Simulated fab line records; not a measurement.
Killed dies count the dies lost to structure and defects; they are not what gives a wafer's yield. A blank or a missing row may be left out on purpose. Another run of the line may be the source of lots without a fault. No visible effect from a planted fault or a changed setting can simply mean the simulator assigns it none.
A struck lot beside a sound one | flow nand-harc | 16 out of 1302 route steps
Sound: these wafers, L292.3, L292.4, L292.5. Wafers L294.4, L294.5, L294.6 were the ones struck. The cause is named last.
For every step that has rows: the tool of each side, followed by ch and its chambers, followed by its first start. Under that, the readings that differ: sound wafers | struck wafers | difference of the means | sigmas: that difference in standard deviations of wafers without a fault.
alike: readings whose means differ by less than 2 such deviations, and words and numbers that are the same on both sides. not compared: withheld readings, readings that some wafer has no value for, bounds like >300 that may hide the same value, and numbers for which the record gives no deviation and whose values overlap.
A row with sigmas, a row that says differs or no value, or rows on one side alone: a step with any of these is where the two part. Numbers that don't overlap but have no deviation are shown without sigmas and don't part them. A reading that every wafer of one side lacks parts them only if that side has two wafers or more.

first, 1 step without rows for these wafers: NHARC_P_GATE_HARDBAKE_47 (time 80 s).
NHARC_P_GATE_DESCUM_48: chemistry O2, time 3 s.
  sound on rie-diel-10 ch 0,1,3, day 10 16:14; struck on rie-diel-10 ch 0,3, day 11 21:13
  alike: drypump-motor-current-A, oes-product-au, rf-vpp-V, showerhead-plenum-p-Torr, throttle-valve-pct
  not compared: rf-hours-counter-h
next, for these wafers, 1 step has no rows: NHARC_P_GATE_IMPLANT_49.
NHARC_P_GATE_STRIP_111: strips in N2/H2, time 250 s.
  sound on plasma-asher-02 ch 0,1, day 10 16:41; struck on plasma-asher-01 ch 0,1, day 11 21:44
  reading            | sound     | struck   | difference | sigmas
  heater-power-w (W) | 96 100 98 | 84 92 85 | -11        | -2
  alike: drypump-motor-current-A
  not compared: rf-hours-counter-h
NHARC_P_GATE_STRIP_75: strips in O2.
  sound on plasma-asher-02 ch 0,1, day 10 16:55; struck on plasma-asher-01 ch 0,1, day 11 21:55
  alike: drypump-motor-current-A, heater-power-w
  not compared: rf-hours-counter-h
then, 7 steps without rows for these wafers: NHARC_P_GATE_STRIP_50 (strips in SPM, time 900 s); NHARC_P_GATE_DEHYDRATE_51 (time 120 s); NHARC_P_GATE_HMDS_52 (time 30 s); NHARC_P_GATE_COAT_53; NHARC_P_GATE_SOFTBAKE_54 (time 95 s); NHARC_P_GATE_EBR_55; NHARC_P_GATE_EXPOSE_56 (exposes mask P PSD, target cd 720 nm).
NHARC_P_GATE_PEB_57: peb time 85 s.
  sound on litho-track-05 ch 0, day 10 17:44; struck on litho-track-02 ch 0, day 11 22:35
  reading                  | sound                | struck               | difference | sigmas
  heater-power-total-W (W) | 164.29 163.71 164.00 | 156.53 156.53 156.24 | -7.57      | -29
  plate-temp-C (C)         | 117.68 118.02 117.97 | 113.82 113.99 113.90 | -3.99      | -27
then, 1 step without rows for these wafers: NHARC_P_GATE_DEVELOP_58 (time 70 s).
NHARC_P_GATE_CD_MEAS_59: target cd 720 nm.
  sound on cd-sem-01 ch 0, day 10 17:49; struck on cd-sem-02 ch 0, day 11 22:41
  reading    | sound             | struck            | difference | sigmas
  cd-nm (nm) | 717.9 718.2 717.3 | 712.6 712.3 710.0 | -6.2       | -3
then, 1 step without rows for these wafers: NHARC_P_GATE_HARDBAKE_60 (time 80 s).

WHERE THEY PART
First at NHARC_P_GATE_STRIP_111; last, within this record, at NHARC_P_GATE_CD_MEAS_59.

WHY: whatever the simulator had introduced
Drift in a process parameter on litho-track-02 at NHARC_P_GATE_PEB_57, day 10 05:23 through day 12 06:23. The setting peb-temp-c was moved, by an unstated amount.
